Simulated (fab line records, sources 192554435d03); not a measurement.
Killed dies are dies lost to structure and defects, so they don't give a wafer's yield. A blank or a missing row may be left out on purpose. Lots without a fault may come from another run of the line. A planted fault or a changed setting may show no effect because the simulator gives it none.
fab line records | flow n5_finfet
record lots=12 wafers=35 last_day=17
route steps=1938 shown BEOL_M8@1388 BEOL_M9@1431
lots that met no fault: from a run of the same line without faults
start_h: hours from the record's first day to the start of the lot's first wafer shown | wait_h: hours since the lot's step before | " the same as in the row above | L1.1+2: a row that stands for several wafers | - no value, or no start given | * or withheld: withheld | < > ~ a bound
route shown NAME@n: a module of which the file shows steps, and the number in the route of the first | usual: mean/standard deviation of fault-free wafers | same: alike in all rows | chamber/n: place in a boat | sites: the reading at each site | _std_site: their standard deviation | _edge_site: outer sites' mean less inner sites' | radius_mm: how far each site lies from the wafer's centre | mask NAME#n: copy n | behind: the tool/chamber that last shaped the wafer | hold: why the lot was held/for how many hours/how that ended | device: the transistor (n, p or np) that didn't switch | end of line: the same wafers' tests at the end of the route | a step without rows: its recipe alone | killed: dies lost to structure and defects at the first sort, not the wafer's yield | map: a wafer's dies, x killed, . not, _ none there
set.NAME: the setting as run; set.NAME@STEP: as run at that earlier step | model.NAME: the simulator's own value behind a step, which no gauge read
steps of the route over a sample of lots; a table a step, a row a wafer
services: from which hour (start_h, from the record's first day; less than 0 if before it) a tool's chamber was out of use, for how many hours, and why
## steps
# step N5_BEOL_M8_PRE_CLEAN_45
# recipe gas=H2/He time_s=30 temp_c=250
# usual heater_power_w=332/41
# columns lot.wafer tool chamber start_h wait_h heater_power_w
L312.2 pvd_sputter-02 - 199.83 0.0 280
L312.3 " - " " 331
L312.4 " - " " 317
L313.3 pvd_sputter-02 - 207.55 0.0 288
L313.5 " - " " 384
L314.1 pvd_sputter-03 - 210.06 0.0 393
L314.2 " - " " 383
L314.5 " - " " 371
L316.3 pvd_sputter-01 - 224.74 0.0 321
L316.5 " - " " 318
L316.6 " - " " 399
L318.2 pvd_sputter-01 - 236.77 0.0 319
L318.4 " - " " 386
L318.5 " - " " 329
L317.1 pvd_sputter-02 - 238.42 0.0 397
L317.4 " - " " 330
L317.6 " - " " 320
L324.1 pvd_sputter-01 - 276.49 0.0 280
L324.3 " - " " 319
L324.4 " - " " 319
L322.3 pvd_sputter-01 - 276.57 0.0 317
L322.5 " - " " 325
L322.6 " - " " 392
L326.2 pvd_sputter-02 - 286.46 0.0 387
L326.5 " - " " 314
L326.6 " - " " 387
L327.2 pvd_sputter-02 - 303.26 0.0 311
L327.3 " - " " 406
L327.6 " - " " 309
L329.2 pvd_sputter-01 - 304.12 0.0 388
L329.4 " - " " 325
L329.5 " - " " 320
L332.1 pvd_sputter-03 - 336.23 0.0 326
L332.2 " - " " 270
L332.5 " - " " 276
# step N5_BEOL_M9_EXPOSE_25
# recipe mask_id=V8 na=0.33 source_shape=annular sigma_inner=0.4 sigma_outer=0.8 polarization=unpolarized dose_mj=37.25
# usual exposure_dose_mJ_cm2=37.12/0.035 stage_msd_nm=0.818/0.01
# same sigma_inner=0.4
# columns lot.wafer tool chamber start_h wait_h mask exposure_dose_mJ_cm2 stage_msd_nm
L312.2 euv_scanner-01 0 205.79 - V8#0 37.14 0.813
L312.3 " 0 " " V8#0 37.12 0.810
L312.4 " 0 " " V8#0 37.08 0.813
L313.3 euv_scanner-02 0 214.75 - V8#0 37.09 0.818
L313.5 " 0 " " V8#0 37.12 0.816
L314.1 euv_scanner-01 0 217.00 - V8#0 37.18 0.809
L314.2 " 0 " " V8#0 37.16 0.812
L314.5 " 0 " " V8#0 37.11 0.816
L316.3 euv_scanner-02 0 229.75 - V8#0 37.21 0.815
L316.5 " 0 " " V8#0 37.22 0.818
L316.6 " 0 " " V8#0 37.16 0.819
L318.2 euv_scanner-01 0 244.43 - V8#0 37.13 0.808
L318.4 " 0 " " V8#0 37.23 0.809
L318.5 " 0 " " V8#0 37.16 0.805
L317.1 euv_scanner-02 0 250.80 - V8#0 37.08 0.819
L317.4 " 0 " " V8#0 37.15 0.819
L317.6 " 0 " " V8#0 37.10 0.818
L324.1 euv_scanner-02 0 282.32 - V8#0 31.79 0.823
L324.3 " 0 " " V8#0 31.80 0.822
L324.4 " 0 " " V8#0 31.78 0.824
L322.3 euv_scanner-02 0 284.63 - V8#0 32.86 0.820
L322.5 " 0 " " V8#0 32.86 0.821
L322.6 " 0 " " V8#0 32.86 0.825
L326.2 euv_scanner-01 0 292.49 - V8#0 37.13 0.804
L326.5 " 0 " " V8#0 37.14 0.806
L326.6 " 0 " " V8#0 37.14 0.804
L327.2 euv_scanner-01 0 312.53 - V8#0 37.15 0.806
L327.3 " 0 " " V8#0 37.13 0.802
L327.6 " 0 " " V8#0 37.10 0.807
L329.2 euv_scanner-01 0 312.86 - V8#0 37.06 0.803
L329.4 " 0 " " V8#0 37.11 0.804
L329.5 " 0 " " V8#0 37.09 0.800
L332.1 euv_scanner-01 0 343.03 - V8#0 37.15 0.805
L332.2 " 0 " " V8#0 37.17 0.806
L332.5 " 0 " " V8#0 37.09 0.808
# step N5_BEOL_M9_CD_MEAS_28
# recipe target_cd_nm=70 landing_energy_ev=500 detector=se_inlens polarity=opening
# usual cd_nm=70.05/0.27
# columns lot.wafer tool chamber start_h wait_h cd_nm
L312.2 cd_sem-01 0 205.91 - 70.00
L312.3 " 0 " " 70.02
L312.4 " 0 " " 69.44
L313.3 cd_sem-02 0 214.86 - 69.78
L313.5 " 0 " " 70.20
L314.1 cd_sem-03 0 217.13 - 70.26
L314.2 " 0 " " 69.69
L314.5 " 0 " " 69.82
L316.3 cd_sem-03 0 229.87 - 70.70
L316.5 " 0 " " 70.35
L316.6 " 0 " " 70.14
L318.2 cd_sem-02 0 244.55 - 69.95
L318.4 " 0 " " 70.43
L318.5 " 0 " " 69.69
L317.1 cd_sem-02 0 250.93 - 70.09
L317.4 " 0 " " 70.11
L317.6 " 0 " " 69.83
L324.1 cd_sem-03 0 282.45 - 65.88
L324.3 " 0 " " 66.27
L324.4 " 0 " " 66.43
L322.3 cd_sem-01 0 284.74 - 66.76
L322.5 " 0 " " 67.27
L322.6 " 0 " " 66.87
L326.2 cd_sem-01 0 292.61 - 70.36
L326.5 " 0 " " 70.03
L326.6 " 0 " " 70.33
L327.2 cd_sem-02 0 312.66 - 69.85
L327.3 " 0 " " 69.79
L327.6 " 0 " " 70.09
L329.2 cd_sem-01 0 312.99 - 70.14
L329.4 " 0 " " 70.26
L329.5 " 0 " " 69.66
L332.1 cd_sem-03 0 343.16 - 70.02
L332.2 " 0 " " 70.07
L332.5 " 0 " " 69.96
# step N5_BEOL_M9_INSPECT_30
# recipe mode=adi inspect_instrument=brightfield
# usual raw_defect_count=403/92
# columns lot.wafer tool chamber start_h wait_h raw_defect_count
L312.2 defect_inspect-01 - 206.00 0.0 448
L312.3 " - " " 409
L312.4 " - " " 451
L313.3 defect_inspect-01 - 214.95 0.0 394
L313.5 " - " " 436
L314.1 defect_inspect-01 - 217.22 0.1 597
L314.2 " - " " 368
L314.5 " - " " 422
L316.3 defect_inspect-02 - 229.96 0.0 447
L316.5 " - " " 459
L316.6 " - " " 354
L318.2 defect_inspect-01 - 244.64 0.0 361
L318.4 " - " " 402
L318.5 " - " " 549
L317.1 defect_inspect-02 - 251.02 0.1 364
L317.4 " - " " 416
L317.6 " - " " 672
L324.1 defect_inspect-01 - 282.53 0.1 541
L324.3 " - " " 448
L324.4 " - " " 319
L322.3 defect_inspect-01 - 284.83 0.0 332
L322.5 " - " " 637
L322.6 " - " " 310
L326.2 defect_inspect-02 - 292.70 0.0 546
L326.5 " - " " 393
L326.6 " - " " 557
L327.2 defect_inspect-01 - 312.74 0.0 301
L327.3 " - " " 400
L327.6 " - " " 381
L329.2 defect_inspect-01 - 313.08 0.0 369
L329.4 " - " " 369
L329.5 " - " " 342
L332.1 defect_inspect-02 - 343.25 0.1 325
L332.2 " - " " 287
L332.5 " - " " 299
# step N5_BEOL_M9_CD_MEAS_35
# recipe target_cd_nm=70 target_cd_y_nm=40 polarity=opening
# usual cd_nm=70.2/0.56
# columns lot.wafer tool chamber start_h wait_h cd_nm
L312.2 cd_sem-03 - 206.64 0.0 70.1
L312.3 " - " " 69.6
L312.4 " - " " 69.5
L313.3 cd_sem-02 - 215.60 0.0 69.7
L313.5 " - " " 70.5
L314.1 cd_sem-03 - 217.96 0.0 70.4
L314.2 " - " " 70.2
L314.5 " - " " 69.7
L316.3 cd_sem-03 - 230.61 0.0 69.6
L316.5 " - " " 69.6
L316.6 " - " " 70.1
L318.2 cd_sem-02 - 245.29 0.0 70.6
L318.4 " - " " 70.6
L318.5 " - " " 70.3
L317.1 cd_sem-01 - 251.66 0.0 69.7
L317.4 " - " " 69.4
L317.6 " - " " 69.6
L324.1 cd_sem-03 - 283.18 0.0 69.6
L324.3 " - " " 69.7
L324.4 " - " " 69.9
L322.3 cd_sem-02 - 285.48 0.0 69.7
L322.5 " - " " 70.1
L322.6 " - " " 69.8
L326.2 cd_sem-03 - 293.34 0.0 70.5
L326.5 " - " " 70.1
L326.6 " - " " 69.6
L327.2 cd_sem-02 - 313.39 0.0 70.2
L327.3 " - " " 70.2
L327.6 " - " " 70.8
L329.2 cd_sem-03 - 313.98 0.0 70.6
L329.4 " - " " 70.4
L329.5 " - " " 70.6
L332.1 cd_sem-03 - 343.89 0.0 69.5
L332.2 " - " " 69.1
L332.5 " - " " 70.2
## services
# columns tool chamber start_h hours kind
euv_scanner-01 0 184.87 - calibration
euv_scanner-02 - 193.31 1.0 pm
euv_scanner-02 0 194.62 - calibration
euv_scanner-01 - 194.71 5.8 pm
euv_scanner-02 - 205.09 4.6 pm
euv_scanner-01 - 223.95 1.0 pm
euv_scanner-02 - 249.46 1.0 pm
pvd_sputter-01 - 265.37 5.6 repair
euv_scanner-01 - 280.10 1.0 pm
euv_scanner-02 - 305.61 1.0 pm
euv_scanner-02 - 321.69 5.3 repair
euv_scanner-01 - 336.25 1.0 pm
## key
first_sign step=N5_BEOL_M9_EXPOSE_25 reading=exposure_dose_mJ_cm2 direction=down sigmas=99+ usual=37.12 struck=32.33
effect step=N5_BEOL_M9_CD_MEAS_28 reading=cd_nm direction=down sigmas=13 usual=70.05 struck=66.58 through=control_loop
met_at N5_BEOL_M9_EXPOSE_25
struck_lots L322,L324
loop_trim step=N5_BEOL_M9_EXPOSE_25 setting=dose lots=L322
not_acting_at N5_BEOL_M8_PRE_CLEAN_45,N5_BEOL_M9_INSPECT_30,N5_BEOL_M9_CD_MEAS_35
onset_between 250.80 282.32
fault kind=process_parameter_drift tool=euv_scanner-02 chamber=- onset_h=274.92 steps=N5_BEOL_M9_EXPOSE_25 channel=dose_mj offset=-5.2968 shape=step acts_in=these_recipes_only stated=37.25
# loop_trim: a control loop set the setting to another value than it would have without faults
